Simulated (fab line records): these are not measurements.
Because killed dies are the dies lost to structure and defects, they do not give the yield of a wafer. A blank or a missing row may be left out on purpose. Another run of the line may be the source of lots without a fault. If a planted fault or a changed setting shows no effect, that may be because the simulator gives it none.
Which of the tools did it? ; flow nand-harc ; 36 wafers from 12 lots sampled at 2 of the route's 1302 steps

## WHAT EACH GAUGE READ, for each wafer
NHARC_P_M2_OVL_MEAS_10: pitch 340 nm.
lot;measured;on;overlay-x-nm (nm)
L075;day 6 15:36;overlay-01;-1.2 -1.4 -1.3
L077;day 7 16:17;overlay-02;1.3 0.8 1.1
L079;day 8 11:14;overlay-02;-0.4 -0.6 -0.2
L081;day 9 11:19;overlay-02;0.7 1.5 0.8
L083;day 10 18:10;overlay-01;-1.6 -0.7 -1.3
L085;day 11 02:34;overlay-01;1.0 0.6 0.6
L087;day 11 21:54;overlay-01;2.6 2.1 2.2
L089;day 12 20:20;overlay-01;-1.3 -1.4 -1.2
L091;day 13 12:16;overlay-01;-0.1 -0.6 0.3
L093;day 14 14:50;overlay-01;-0.1 -0.1 0.2
L095;day 15 07:06;overlay-02;-0.5 -0.2 -0.5
L097;day 16 02:08;overlay-01;1.4 0.9 1.4

## WHICH TOOL RAN EACH LOT (tool, then ch and the chambers of the sampled wafers, then the start)
lot;NHARC_P_M1_ANNEAL_31
L075;rtp-anneal-02 ch 0, day 6 13:30
L077;rtp-anneal-01 ch 0, day 7 13:59
L079;rtp-anneal-01 ch 0, day 8 09:04
L081;rtp-anneal-02 ch 0, day 9 09:04
L083;rtp-anneal-02 ch 0, day 10 15:53
L085;rtp-anneal-02 ch 0, day 11 00:15
L087;rtp-anneal-02 ch 0, day 11 19:43
L089;rtp-anneal-01 ch 0, day 12 18:08
L091;rtp-anneal-02 ch 0, day 13 09:59
L093;rtp-anneal-01 ch 0, day 14 12:32
L095;rtp-anneal-01 ch 0, day 15 04:48
L097;rtp-anneal-02 ch 0, day 16 00:07
- NHARC_P_M1_ANNEAL_31: time 90 s.

## THE ANSWER, worked out from the rows above alone
Rule: what is usual is taken from the lots themselves. Put in order of their means at a reading, lots are off if they are a third of the lots or fewer, leave a main group of 4 or more, and stand apart from it by a gap of 3 or more times the standard deviation of the main group's means; of several such gaps the widest counts. The tables above print the reading to a certain number of digits; a main group whose means all agree to those digits is not used. A lot without any number at a reading at which 4 lots or more have one is off too. Any other lot the step has rows for is counted as sound.
Nothing can be told from this: no lot is off at any reading shown.

## WHAT WAS PUT IN BY THE SIMULATOR
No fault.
